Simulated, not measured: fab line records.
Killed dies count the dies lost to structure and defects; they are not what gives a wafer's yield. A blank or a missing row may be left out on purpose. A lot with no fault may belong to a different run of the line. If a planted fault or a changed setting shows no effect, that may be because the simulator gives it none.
fab line records / flow n5Finfet
record: lots: 4 wafers: 12 lastDay: 18
route steps=1938 shown BEOL_M6@1243 BEOL_M7@1263 PASSIVATION@1936
lots with no fault: from the same line, run without faults
startH: hours from the record's first day to the start of the lot's first wafer shown / waitH: hours since the lot's step before / " the same as in the row above / L1.1+2: a single row standing in for several wafers / - value missing, or start not given / * or withheld: withheld / < > ~ a bound
route shown NAME@n: a module of which the file shows steps, and the number in the route of the first / usual: mean and standard deviation over wafers with no fault / same: alike in all rows / chamber/n: place in a boat / sites: readings site by site / _std_site: the values' standard deviation / _edge_site: mean of outer sites minus mean of inner sites / radiusMm: how far each site lies from the wafer's centre / mask NAME#n: copy n / behind: tool/chamber where the wafer was last shaped / hold: why the lot went on hold/how many hours it stayed there/how the hold came to an end / device: which transistor (n, p or np) failed to switch / end of line: the tests these same wafers got at the end of their route / step lacking rows: just its recipe / killed: not the wafer's yield, but the dies lost to structure and defects at the first sort / map: shows each die of a wafer: x if killed, . if not, _ if none is there
set.NAME: the run value of the setting; set.NAME@STEP: its run value at that earlier step / model.NAME: the simulator's own value behind a step, which no gauge read
lots at some steps of the route; a table a step, a row a wafer
services: the hour from which a tool's chamber was out of use, counted from the record's first day as startH (under 0 if before that day), plus the number of hours and why
== steps ==
step: N5_BEOL_M6_HM_STRIP_39
recipe: chemistry: peroxideTinStrip material: TiN targetDepthA: 250 tempC: 50 timeS: 158
step: N5_BEOL_M6_SRD_40
recipe: timeS: 30 tempC: 23 rinseLiquid: diw dry: ipaMarangoni
step: N5_BEOL_M6_PRECLEAN_42
recipe: chemistry: residueRemover timeS: 60 tempC: 40
step: N5_BEOL_M6_SRD_43
recipe: timeS: 30 tempC: 23 rinseLiquid: diw dry: ipaMarangoni
step: N5_BEOL_M6_CURE_75
recipe: tempC: 370 timeS: 120 ambient: DMADMS/He material: SiCOH_lowk
step: N5_BEOL_M6_DEGAS_44
recipe: ambient: vacuum tempC: 250 timeS: 60
step: N5_BEOL_M6_PRE_CLEAN_45
recipe: gas: H2/He timeS: 30 tempC: 250
step: N5_BEOL_M6_ALD_77
recipe: material: TaN targetThkA: 20 tempC: 275 aldPrecursorFamily: PDMAT aldCoReactant: NH3 pressureTorr: 3 carrierFlowSccm: 1500 pulseTimeS: 2 purgeTimeS: 3 coReactantPurgeTimeS: 2 coReactantPulseTimeS: 3 aldCycles: 40 precursorVesselTempC: 75 precursorVesselPressureTorr: 26.25 precursorVesselCarrierSccm: 1000
step: N5_BEOL_M6_SURFACE_TREAT_79
recipe: gas: Ar timeS: * ionEnergyEv: * ionCurrentMaCm2: 0.5 pressureMtorr: * arFlowSccm: 30
step: N5_BEOL_M6_CVD_78
recipe: material: Co targetThkA: 20 tempC: withheld precursor: CCTBA/H2 pressureTorr: 30 timeS: 142.3
step: N5_BEOL_M6_SPUTTER_48
recipe: material: Cu targetThkA: 100 tempC: -20 biasV: 60 powerW: 26000 chamberPressurePa: 0.13 timeS: 1.667
step: N5_BEOL_M6_ECD_50
recipe: material: Cu targetThkA: 3000
lot.wafer=L668.1+2+6 tool=ecdCu-01 chamber=1,0,0 startH=223.05 waitH=0.1
lot.wafer=L669.1+2+5 tool=ecdCu-02 chamber=1,0,1 startH=236.85 waitH=0.1
lot.wafer=L672.3+5+6 tool=ecdCu-02 chamber=0,0,1 startH=246.54 waitH=0.1
lot.wafer=L687.1+3+6 tool=ecdCu-02 chamber=0,1,1 startH=347.25 waitH=0.1
step: N5_BEOL_M6_ANNEAL_51
recipe: tempC: 225 timeS: 90 ambient: N2
step: N5_BEOL_M6_CMP_52
recipe: stopOn: SiCOH_lowk tOverpolishS: 6.9 downForcePsi: 1 platenRpm: 50 clearingPlatenDownForcePsi: 1.5 clearingPlatenRpm: 50 postCmpClean: cuAlkaline targetThkNm: 80 clearingPlatenPadVelocityMS: 0.99484 padVelocityMS: 0.99484
step: N5_BEOL_M6_PRE_CLEAN_55
recipe: gas: NH3 timeS: 15 tempC: withheld rfPowerW: 300
step: N5_BEOL_M6_DEP_56
recipe: material: SiCN targetThkA: 100 tempC: withheld precursor: 3MS/NH3 pressureTorr: 3 rfW: 202 timeS: 17.5
step: N5_BEOL_M7_ILD_DEP_00
recipe: material: SiCOH_lowk targetThkA: 1797.5 tempC: 300 precursor: DEMS/porogen pressureTorr: 5 rfW: 500 timeS: 33.4
step: N5_BEOL_M7_CURE_74
recipe: tempC: 385 timeS: 240 ambient: He/Ar material: SiCOH_lowk
step: N5_BEOL_M7_PECVD_70
recipe: material: SiO2 targetThkA: 200 tempC: 400 precursor: TEOS/O2 pressureTorr: 5.5 rfW: 450 teosFlowSccm: 53.8 gas: O2 flowSccm: 3000 timeS: 22.7
step: N5_BEOL_M7_HM_DEP_02
recipe: material: TiN targetThkA: 200 tempC: 25 chamberPressurePa: 0.49996
step: N5_BEOL_M7_COAT_59
recipe: resist: SOC tempC: 250 timeS: 60 spinRpm: 1500 resistThkNm: 100
step: N5_BEOL_M7_COAT_60
recipe: resist: SiARC tempC: 220 timeS: 60 spinRpm: 1500 resistThkNm: 35
step: N5_BEOL_M7_COAT_05
recipe: resist: CAR-ArF spinRpm: 1500 resistThkNm: 90
step: N5_BEOL_M7_EBR_07
recipe: solvent: PGMEA ebrWidthMm: 1.5
step: N5_BEOL_M7_SOFTBAKE_06
recipe: tempC: 110 timeS: 60 resist: CAR-ArF
step: N5_BEOL_M7_EXPOSE_08
recipe: maskId: M7 na: 1.35 sourceShape: dipole sigmaInner: 0.817 sigmaOuter: 0.97 polarization: te doseMj: 68.25
step: N5_BEOL_M7_PEB_09
recipe: pebTempC: withheld pebTimeS: 60 resist: CAR-ArF
step: N5_BEOL_M7_DEVELOP_10
recipe: developTimeS: 30 developer: TMAH resist: CAR-ArF rinseLiquid: diw dry: airSpin devTempC: 23
step: N5_BEOL_M7_DESCUM_16
recipe: chemistry: O2 timeS: 7.9 sourcePowerW: 50 biasPowerW: 20 pressureMtorr: 20 rfFrequencyHz: 2.712e+07 tempC: 40 resist: CAR-ArF o2FlowSccm: 225
step: N5_BEOL_M7_ETCH_61
recipe: chemistry: CF4 target: SiARC targetDepthA: 455 maskMaterial: CAR-ArF timeS: 75.8 ionEnergyEv: 80 pressureMtorr: 40 sourceW: 545 biasW: 36 Ar_flow_sccm: 100 cf4FlowSccm: 100 ends: cleared
step: N5_BEOL_M7_ETCH_62
recipe: chemistry: N2/H2 target: SOC targetDepthA: 1100 overetchA: 220 maskMaterial: SiARC tempC: 40 timeS: 165 ionEnergyEv: 200 pressureMtorr: 30 sourceW: 840 biasW: 150 n2FlowSccm: 200 h2FlowSccm: 200
step: N5_BEOL_M7_STRIP_68
recipe: chemistry: N2/H2 tempC: 40 n2FlowSccm: 200 h2FlowSccm: 200 rfFrequencyHz: 6e+07
step: N5_BEOL_M7_STRIP_67
recipe: chemistry: CF4 resist: SiARC powerW: 300 biasPowerW: 75 pressureMtorr: 50 cf4FlowSccm: 150 rfFrequencyHz: 6e+07
step: N5_BEOL_M7_HM_OPEN_17
recipe: chemistry: Cl2/BCl3 targetDepthA: 200 overetchA: 60 target: TiN maskMaterial: SOC ionEnergyEv: 150 pressureMtorr: 10 icpW: 1000 biasW: 126 Cl2_flow_sccm: 53.25 bcl3FlowSccm: 21.75 Ar_flow_sccm: 25
step: N5_PASSIVATION_PROBE_49
usual: defectLimitedYield: 91.7/1.5 killed_at_M0_to_M3: 32/10 killed_at_M4_up: 14/5.3 killedAtContacts: 13/5.7 killedAtFrontEnd: 37/10 killedAtOther: 3.3/2.5 killedDies: 98/18 killedOnRim: 13/3.6 killedOpen: 65/13 killedShort: 31/7.5 sort_bin_5_function: 4.9/0.91 sort_bin_6_memory: 3.1/0.71 sortNPass: 1082/18 sortYieldPct: 91.7/1.5
same: grossDies: 1180 killedAtBackSide: 0 sort_bin_4_leakage[%]: 0 sort_bin_8_speed[%]: 0
lot.wafer=L669.1 tool=prober-01 chamber=- startH=316.67 waitH=0.0 defectLimitedYield[%]=56.8 killed_at_M0_to_M3=20 killed_at_M4_up=451 killedAtContacts=10 killedAtFrontEnd=27 killedAtOther=2 killedDies=510 killedOnRim=66 killedOpen=51 killedShort=15 sort_bin_5_function[%]=26.0 sort_bin_6_memory[%]=13.6 sortNPass=670 sortYieldPct[%]=56.8
lot.wafer=L669.2 tool=prober-01 chamber=- startH=316.72 waitH=0.1 defectLimitedYield[%]=94.4 killed_at_M0_to_M3=25 killed_at_M4_up=8 killedAtContacts=3 killedAtFrontEnd=28 killedAtOther=2 killedDies=66 killedOnRim=6 killedOpen=42 killedShort=23 sort_bin_5_function[%]=4.2 sort_bin_6_memory[%]=1.4 sortNPass=1114 sortYieldPct[%]=94.4
lot.wafer=L669.5 tool=prober-01 chamber=- startH=316.87 waitH=0.2 defectLimitedYield[%]=57.2 killed_at_M0_to_M3=12 killed_at_M4_up=450 killedAtContacts=24 killedAtFrontEnd=18 killedAtOther=1 killedDies=505 killedOnRim=63 killedOpen=40 killedShort=21 sort_bin_5_function[%]=26.1 sort_bin_6_memory[%]=14.0 sortNPass=675 sortYieldPct[%]=57.2
lot.wafer=L668.1 tool=prober-01 chamber=- startH=322.50 waitH=0.0 defectLimitedYield[%]=91.8 killed_at_M0_to_M3=39 killed_at_M4_up=18 killedAtContacts=6 killedAtFrontEnd=32 killedAtOther=2 killedDies=97 killedOnRim=18 killedOpen=67 killedShort=26 sort_bin_5_function[%]=4.4 sort_bin_6_memory[%]=3.1 sortNPass=1083 sortYieldPct[%]=91.8
lot.wafer=L668.2 tool=prober-01 chamber=- startH=322.55 waitH=0.1 defectLimitedYield[%]=91.9 killed_at_M0_to_M3=33 killed_at_M4_up=6 killedAtContacts=8 killedAtFrontEnd=47 killedAtOther=2 killedDies=96 killedOnRim=8 killedOpen=59 killedShort=33 sort_bin_5_function[%]=4.4 sort_bin_6_memory[%]=3.2 sortNPass=1084 sortYieldPct[%]=91.9
lot.wafer=L668.6 tool=prober-01 chamber=- startH=322.75 waitH=0.3 defectLimitedYield[%]=90.4 killed_at_M0_to_M3=30 killed_at_M4_up=16 killedAtContacts=6 killedAtFrontEnd=58 killedAtOther=3 killedDies=113 killedOnRim=17 killedOpen=73 killedShort=38 sort_bin_5_function[%]=5.5 sort_bin_6_memory[%]=3.3 sortNPass=1067 sortYieldPct[%]=90.4
lot.wafer=L672.6 tool=prober-01 chamber=- startH=333.20 waitH=0.3 defectLimitedYield[%]=55.8 killed_at_M0_to_M3=36 killed_at_M4_up=440 killedAtContacts=10 killedAtFrontEnd=32 killedAtOther=3 killedDies=521 killedOnRim=76 killedOpen=57 killedShort=31 sort_bin_5_function[%]=27.5 sort_bin_6_memory[%]=13.4 sortNPass=659 sortYieldPct[%]=55.8
killed by level:class
L669.1 BEOL_M6:unspecified=443 MOL_CONTACT_COAG:geometricParticle:open=9 BEOL_M2:geometricParticle:open=7 FIN_SAQP:geometricParticle:open=5 STI_FIN_REVEAL:geometricParticle:open=5 DUMMY_GATE:geometricParticle:open=5 FIN_SAQP:geometricParticle:short=3 BEOL_M0_SAQP:geometricParticle:open=3
L669.2 FIN_SAQP:geometricParticle:short=7 FIN_SAQP:geometricParticle:open=5 BEOL_M3:geometricParticle:open=5 GATE_CUT:geometricParticle:open=4 BEOL_M0_SAQP:geometricParticle:short=4 BEOL_M0_SAQP:geometricParticle:open=4 BEOL_M1:geometricParticle:open=4 BEOL_M4:geometricParticle:open=4
L669.5 BEOL_M6:unspecified=441 MOL_CONTACT_COAG:geometricParticle:open=17 MOL_CONTACT_COAG:geometricParticle:short=7 FIN_SAQP:geometricParticle:short=5 BEOL_M0_SAQP:geometricParticle:short=3 BEOL_M0_SAQP:geometricParticle:open=3 BEOL_M3:geometricParticle:open=3 FIN_SAQP:geometricParticle:open=2
L668.1 BEOL_M2:geometricParticle:open=19 BEOL_M4:geometricParticle:open=8 FIN_SAQP:geometricParticle:short=6 DUMMY_GATE:geometricParticle:open=6 BEOL_M0_SAQP:geometricParticle:short=5 BEOL_M1:geometricParticle:open=5 FIN_SAQP:geometricParticle:open=4 STI_FIN_REVEAL:geometricParticle:open=4
L668.2 FIN_SAQP:geometricParticle:short=12 FIN_SAQP:geometricParticle:open=10 BEOL_M1:geometricParticle:open=10 STI_FIN_REVEAL:geometricParticle:open=8 BEOL_M2:geometricParticle:open=8 MOL_CONTACT_COAG:geometricParticle:open=7 BEOL_M0_SAQP:geometricParticle:short=4 BEOL_M2:geometricParticle:short=4
L668.6 STI_FIN_REVEAL:geometricParticle:open=26 FIN_SAQP:geometricParticle:short=8 BEOL_M0_SAQP:geometricParticle:short=7 BEOL_M4:geometricParticle:open=7 BEOL_M2:geometricParticle:open=7 FIN_SAQP:geometricParticle:open=6 BEOL_M1:geometricParticle:open=6 STI_FIN_REVEAL:geometricParticle:short=4
L672.6 BEOL_M6:unspecified=431 BEOL_M2:geometricParticle:open=13 MOL_CONTACT_COAG:geometricParticle:open=9 FIN_SAQP:geometricParticle:short=8 STI_FIN_REVEAL:geometricParticle:open=7 BEOL_M0_SAQP:geometricParticle:short=7 BEOL_M0_SAQP:geometricParticle:open=6 BEOL_M4:geometricParticle:open=6
map L669.1 (x killed, . not)
_________________x.x....xxxxx________________
______________..x..xx..x.x..xxxx_____________
___________..xx.x.......x.x.......x__________
__________..x.x.xx.xx.........xxx..._________
________x.....xxx..x.xx..x.x.x..xxx.xx_______
_______x..xxx.x...x..xx.x.x.x.......x..______
______xx.x.xx..x.x.x.......x.xxxxx..x.x._____
_____...xx.xxxxxxx.x.x......x......x.x...____
____xx..xxx.xxx.x.xx.xx...xx.xx..x....x...___
___....xx.x......x.xx....x..x..x....xx.xxxx__
___xx.x..x......x.xxx..xxx..xxx...xx..x..xx__
__...x.xx.x........xxx...xxx.x..x..x........_
__xxx..xx.x..x...xxxx.xx.xxx...xxx.x..x.x.x._
_xxxxxx.x.x...x....x.x.xxx...x..xx.x.x.xx....
_.....x.x..x.xxx.xxx...xx..xxx.x.x...xxx.xxxx
_xx..x..x....x.x...x..xxx....xxxx...xxx...x..
_x..x..xxxx.x..xxx.x..x.x....x..xx.....x.xx.x
_....xx....xxxxxxx...xx..x....x..x......x.xx.
_.xx.xx....x.x.xx.x........x....xx..xxxx.xx.x
_..xx...x.x..xxxxx.......x.x.xxx.....xxx..x.x
_.x.x.xx..x..xx.xx.xx....x..x.x.....x..x.x.xx
__x.xxx.x...xx..x..x...x.xxxxx...x.x.xx....x_
__.xx..xx...x.x.x..xx.x.x...xxx..x..x..xx..x_
___....xxx..xxxx...xx..x.xx..xx.........x..__
___......xxxx.xx.xxx.xxxx.xxxx....x...x....__
____.xxxx...xx..xx.x..x..x...x...x..x.x..x___
_____.x...xx.xx..xxx.xxxxx.xxx...x..xx..x____
______xxx..x.......x.x..x.x...x...x.xx.x_____
_______.....xx.x.x.x..x.x....xx.x.x....______
________xx......xx...x....x..xxxx..xx._______
__________.x....x.x..x.x.x.x.xxx...x_________
___________.....x..x.xxxx.x.....x..__________
______________xx...x..xxx..x..xx_____________
_________________.x.x......xx________________
map L672.6 (x killed, . not)
_________________x...x.x.x...________________
______________x.xxxx.x..xx..xxx._____________
___________xxxxxx..x..x......xxx...__________
__________x....x.xx..xx.x.x..xxxx.xx_________
________.xx.xx..x....xx..xxxxx...xx..x_______
_______xxxx...xxx..x.x.xx...x..x..xx.x.______
______......xxxxx..xxx.....xx..x.xxxx.x._____
_____x.x...x....x.x..xxx.xx...xxxxx..xxxx____
____xxxx....xx.xx..xx....xx......xxxx.....___
___....xxxx.x..x.xx.x..x....xx.xxx.x..x.x..__
___x...xxxx..xx........xxx.x..........x.xx.__
__.xx..x........xx..x....xxx..x...x.xxx.xx.._
__.x...xx....x.xx.x.xx.xx...x..xx.x.xx..xxxx_
_x....x..x........xxxxxx..x..xx..x.x.x.....xx
_xx..xx.....xx.x.xxx..xx.xx.x..xx.x.x...xx...
_...x..xx.x.x...xx....xx.xxxxxx...xx.x....xxx
_xx.....xxx.........x.xx..x..xxxxx.x.....x...
_xxx.....x..xxxx....xx.xx.x...x.x......x..xxx
_.....xx.x...x....x...xxxxxx..x.x...x....x.xx
_.xxxxx...x..xx.....x.....x.x.x..x.....x.x...
_..xxxx.xx....xx.x.x...xxx......xxx.x.x...x..
__..xx....x....xx.xx..x..x....x.x...x...x.xx_
__.xxxxxx.x.xx......x...x..xx.x....xx..xx.x._
___x.x...x.x..x..x..x.x...xx.x..xxx...x....__
___..xxxx.....x....x.x..x..x...x...x.x.x...__
____xxxxx.x....xx.x....xx.xx..xxx........x___
_____..xxxx.xx...x.xx..xx...x..xx..xx..xx____
______..x...x...x...x....xx..xx.......xx_____
_______xxxx.x.x.xx.x.........xx.xx..x.x______
________x..x.x.xx.xx..xx.xx...xxxxxxxx_______
__________xxxxxx...xx...xxxxx.x..x.x_________
___________..x.x.xx...xxxxxxx...x.x__________
______________xxxx....xxxx.x.x.x_____________
_________________..x.xx...x..________________
== services ==
tool=ecdCu-02 chamber=- startH=225.02 hours=2.5 kind=pm
tool=ecdCu-02 chamber=- startH=271.46 hours=1.8 kind=repair
tool=ecdCu-02 chamber=- startH=318.33 hours=3.1 kind=repair
== key ==
firstSign: step: N5_PASSIVATION_PROBE_49 reading: killed_at_M4_up direction: up sigmas: 82 usual: 14 struck: 447
effect: step: N5_PASSIVATION_PROBE_49 reading: defectLimitedYield direction: down sigmas: 24 usual: 91.7 struck: 56.6
moreKillsBornAt: N5_BEOL_M6_ECD_50@ecdCu-02: 1315
metAt N5_BEOL_M6_ECD_50
struckWafers L669.1,L669.5,L672.6
fault: kind: chamberParticleSource tool: ecdCu-02 chamber: 1 onsetH: 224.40 steps: N5_BEOL_M6_ECD_50 ratePerVisitCm2: 0.95616 endH: 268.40
